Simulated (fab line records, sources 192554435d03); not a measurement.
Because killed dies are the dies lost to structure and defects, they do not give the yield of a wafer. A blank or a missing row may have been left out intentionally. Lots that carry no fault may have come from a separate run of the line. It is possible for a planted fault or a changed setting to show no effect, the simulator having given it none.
Comparing a struck lot with a sound one || flow n5-finfet || 16 out of 1938 route steps
Sound: wafers L643.2, L643.3, L643.4. Wafers L652.3, L652.5 were the ones struck. The cause comes at the end.
Each step with rows lists, per side, the tool, then ch with its chambers, then its first start. Under that, the readings that differ: sound wafers || struck wafers || difference of the means || sigmas: that difference in standard deviations of wafers without a fault.
alike: readings whose means differ by less than 2 such deviations, and words and numbers that are the same on both sides. not compared: withheld readings, readings that some wafer has no value for, bounds like >300 that may hide the same value, and numbers for which the record gives no deviation and whose values overlap.
A row with sigmas, a row that says differs or no value, or rows on one side alone: a step with any of these is where the two part. Non-overlapping numbers with no deviation appear without sigmas and do not part them. A reading that every wafer of one side lacks parts them only if that side has two wafers or more.

N5_BEOL_M4_ETCH_41: etches SiCN in CH3F/O2, target depth 29.9 nm, time 52.5 s.
  sound on rie-diel-01 ch 0,1,3; struck on rie-diel-02 ch 2,3
  alike: chamber-pressure-mTorr, drypump-motor-current-A, oes-product-au, rf-vpp-V, showerhead-plenum-p-Torr, throttle-valve-pct
  not compared: rf-hours-counter-h
N5_BEOL_M4_STRIP_97: strips in N2/H2, time 10 s.
  sound on rie-diel-01 ch 0,1,3; struck on rie-diel-02 ch 2,3
  alike: chamber-pressure-mTorr, drypump-motor-current-A, oes-product-au, rf-vpp-V, showerhead-plenum-p-Torr, temp-c, throttle-valve-pct
  not compared: rf-hours-counter-h
N5_BEOL_M4_OCD_MEAS_38:
  sound on ocd-01, day 9 08:56; struck on ocd-02, day 11 21:35
  alike: trench-depth-nm
then, 4 steps without rows for these wafers: N5_BEOL_M4_HM_STRIP_39 (strips TiN in peroxide tin strip, target depth 25 nm, time 158 s); N5_BEOL_M4_SRD_40 (time 30 s); N5_BEOL_M4_PRECLEAN_42 (cleans in residue remover, time 60 s); N5_BEOL_M4_SRD_43 (time 30 s).
N5_BEOL_M4_CD_MEAS_35: target cd 18 nm, target cd y 22.4 nm.
  sound on cd-sem-03, day 9 09:05; struck on cd-sem-02, day 11 21:44
  alike: cd-nm
then, 1 step without rows for these wafers: N5_BEOL_M4_DEGAS_44 (time 60 s).
N5_BEOL_M4_PRE_CLEAN_45: time 30 s.
  sound on pvd-sputter-02, day 9 09:31; struck on pvd-sputter-02, day 11 22:02
  alike: heater-power-w
N5_BEOL_M4_ALD_84: deposits TaN, pulse time 2 s, purge time 3 s, co reactant purge time 2 s.
  sound on ald-metal-01 ch 1,2,3, day 9 09:34; struck on ald-metal-01 ch 0,2, day 11 22:07
  alike: heater-power-w
  not compared: since-wet-clean-h
N5_BEOL_M4_SURFACE_TREAT_85:
  sound on pvd-sputter-01, day 9 10:03; struck on pvd-sputter-01, day 11 22:45
  not compared: throttle-valve-pct
N5_BEOL_M4_CVD_47: deposits Co from CCTBA/H2, target thk 3 nm, time 223.8 s.
  sound on cvd-co-02 ch 0,2, day 9 10:07; struck on cvd-co-01 ch 2, day 11 23:02
{"reading": "run-length-s (s)", "sound": "247.2 246.6 247.5", "struck": "345.4 345.6", "difference": "+98.4", "sigmas": "+99 or more"}
  not compared: since-wet-clean-h
then, 1 step without rows for these wafers: N5_BEOL_M4_SPUTTER_48 (material Cu, target thk 4.5 nm, time 8.29 s).
N5_BEOL_M4_RC_MEAS_101:
  sound on prober-02 ch 0, day 9 13:31; struck on prober-01 ch 0, day 12 03:47
  alike: DIBL_N, DIBL_P, IOFF_N, IOFF_P, ION_N, ION_P, SS_N, SS_P, VT_N, VT_P
-- here the record skips 4 days between the struck wafers' starts before and after, leaving off in module BEOL_M4 and picking up in module PASSIVATION (first step shown: number 1936 of the route) --
N5_PASSIVATION_PROBE_49:
  sound on prober-01, day 13 19:50; struck on prober-01, day 16 11:53
  alike: defect-limited-yield, killed_at_M0_to_M3, killed_at_M4_up, killed-at-contacts, killed-at-front-end, killed-at-other, killed-dies, killed-open, killed-short, sort_bin_5_function, sort_bin_6_memory, sort-n-pass, sort-yield-pct

== WHERE THEY PART ==
At N5_BEOL_M4_CVD_47 and nowhere else, as far as this record goes. Later steps at which nothing parts them and some readings are alike: N5_BEOL_M4_RC_MEAS_101, N5_PASSIVATION_PROBE_49.

WHY: what had been put in by the simulator
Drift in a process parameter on cvd-co-01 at N5_BEOL_M4_CVD_47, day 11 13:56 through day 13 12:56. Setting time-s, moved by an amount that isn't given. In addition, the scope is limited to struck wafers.
